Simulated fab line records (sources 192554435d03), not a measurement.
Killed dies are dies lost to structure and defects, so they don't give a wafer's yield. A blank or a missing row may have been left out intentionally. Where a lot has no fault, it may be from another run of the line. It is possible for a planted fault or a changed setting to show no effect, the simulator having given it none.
What tool caused it? | flow n5Finfet | Sampling: 10 lots, 30 wafers, 6 of 1938 route steps

== WHAT THE GAUGES SHOWED, per wafer ==
N5_BEOL_M11_CD_MEAS_18: pitch 140 nm, target cd 70 nm.
lot  | measured     | on       | cdNm (nm)
L074 | day 10 18:21 | cdSem-02 | 70.8 71.5 71.1
L077 | day 11 04:56 | cdSem-03 | 69.3 70.2 69.8
L079 | day 11 18:11 | cdSem-02 | 70.6 71.7 70.6
L084 | day 12 22:11 | cdSem-02 | 70.1 69.6 68.3
L082 | day 12 23:19 | cdSem-02 | 71.4 70.9 71.8
L086 | day 14 03:17 | cdSem-01 | 68.3 69.2 70.0
L088 | day 15 06:16 | cdSem-02 | 67.8 68.0 68.3
L090 | day 15 13:43 | cdSem-03 | 70.1 70.8 70.1
L092 | day 15 17:12 | cdSem-03 | 70.4 70.3 70.2
L095 | day 16 03:35 | cdSem-01 | 71.3 70.8 71.1

== EACH LOT AND THE TOOL THAT RAN IT (in order: tool; ch and the chambers of the sampled wafers; start) ==
lot  | N5_BEOL_M10_ETCH_65               | N5_BEOL_M10_TRENCH_ETCH_37                   | N5_BEOL_M11_HM_DEP_02       | N5_BEOL_M11_DESCUM_16             | N5_BEOL_M11_STRIP_67
L074 | rieDiel-05 ch 1,2, day 10 11:29   | rieDiel-05 ch 1,2, day 10 15:55 or earlier   | pvdSputter-01, day 10 15:55 | rieDiel-06 ch 1,2, day 10 17:49   | rieDiel-06 ch 1,2, day 10 18:02
L077 | rieDiel-01 ch 1,3, day 10 23:10   | rieDiel-01 ch 1,3, day 11 03:54 or earlier   | pvdSputter-01, day 11 03:54 | rieDiel-02 ch 0,2,3, day 11 04:29 | rieDiel-02 ch 0,2,3, day 11 04:43
L079 | rieDiel-01 ch 0,2,3, day 11 12:05 | rieDiel-01 ch 0,2,3, day 11 16:59 or earlier | pvdSputter-03, day 11 16:59 | rieDiel-06 ch 1,2,3, day 11 17:36 | rieDiel-06 ch 1,2,3, day 11 17:50
L084 | rieDiel-01 ch 0,1,2, day 12 13:01 | rieDiel-01 ch 0,1,2, day 12 21:09 or earlier | pvdSputter-01, day 12 21:09 | rieDiel-02 ch 0,2,3, day 12 21:44 | rieDiel-02 ch 0,2,3, day 12 21:58
L082 | rieDiel-03 ch 0,2, day 12 14:41   | rieDiel-03 ch 0,2, day 12 22:17 or earlier   | pvdSputter-02, day 12 22:17 | rieDiel-06 ch 2,3, day 12 22:52   | rieDiel-06 ch 2,3, day 12 23:06
L086 | rieDiel-03 ch 1,3, day 13 18:13   | rieDiel-03 ch 1,3, day 14 01:58 or earlier   | pvdSputter-01, day 14 01:58 | rieDiel-02 ch 1,3, day 14 02:49   | rieDiel-02 ch 1,3, day 14 03:04
L088 | rieDiel-03 ch 2,3, day 15 00:39   | rieDiel-03 ch 2,3, day 15 05:01 or earlier   | pvdSputter-02, day 15 05:01 | rieDiel-04 ch 1,3, day 15 05:48   | rieDiel-04 ch 1,3, day 15 06:02
L090 | rieDiel-01 ch 0,3, day 15 08:43   | rieDiel-01 ch 0,3, day 15 12:48 or earlier   | pvdSputter-03, day 15 12:48 | rieDiel-04 ch 0,1,3, day 15 13:16 | rieDiel-04 ch 0,1,3, day 15 13:30
L092 | rieDiel-01 ch 0,2,3, day 15 09:16 | rieDiel-01 ch 0,2,3, day 15 15:46 or earlier | pvdSputter-02, day 15 15:46 | rieDiel-04 ch 0,1,3, day 15 16:28 | rieDiel-04 ch 0,1,3, day 15 16:42
L095 | rieDiel-03 ch 2,3, day 15 18:37   | rieDiel-03 ch 2,3, day 16 02:19 or earlier   | pvdSputter-02, day 16 02:19 | rieDiel-02 ch 0,3, day 16 03:00   | rieDiel-02 ch 0,3, day 16 03:14
- N5_BEOL_M10_ETCH_65: etches SiARC in CF4, target depth 39 nm, time 65 s.
- N5_BEOL_M10_TRENCH_ETCH_37: etches SiCOH lowk in C4F6/O2, target depth 148.83 nm, time 48 s.
- N5_BEOL_M11_HM_DEP_02: deposits TiN, target thk 20 nm.
- N5_BEOL_M11_DESCUM_16: chemistry O2, time 7.9 s.
- N5_BEOL_M11_STRIP_67: strips in CF4.

== THE ANSWER, worked out from the rows above alone ==
Rule: the usual values come from the lots themselves. The widest of any qualifying gaps counts: lots, ordered by their means at a reading, are off when they make up no more than a third of the lots, leave a main group of 4 or more, and stand apart from it by 3 or more times the standard deviation of that group's means. A main group whose means are all the same, to the digits that the tables above print for the reading, isn't used. A lot without any number at a reading at which 4 lots or more have one is off too. Any other lot the step has rows for is counted as sound.
Nothing can be told from this: no lot is off at any reading shown.

== WHAT WAS PUT IN BY THE SIMULATOR ==
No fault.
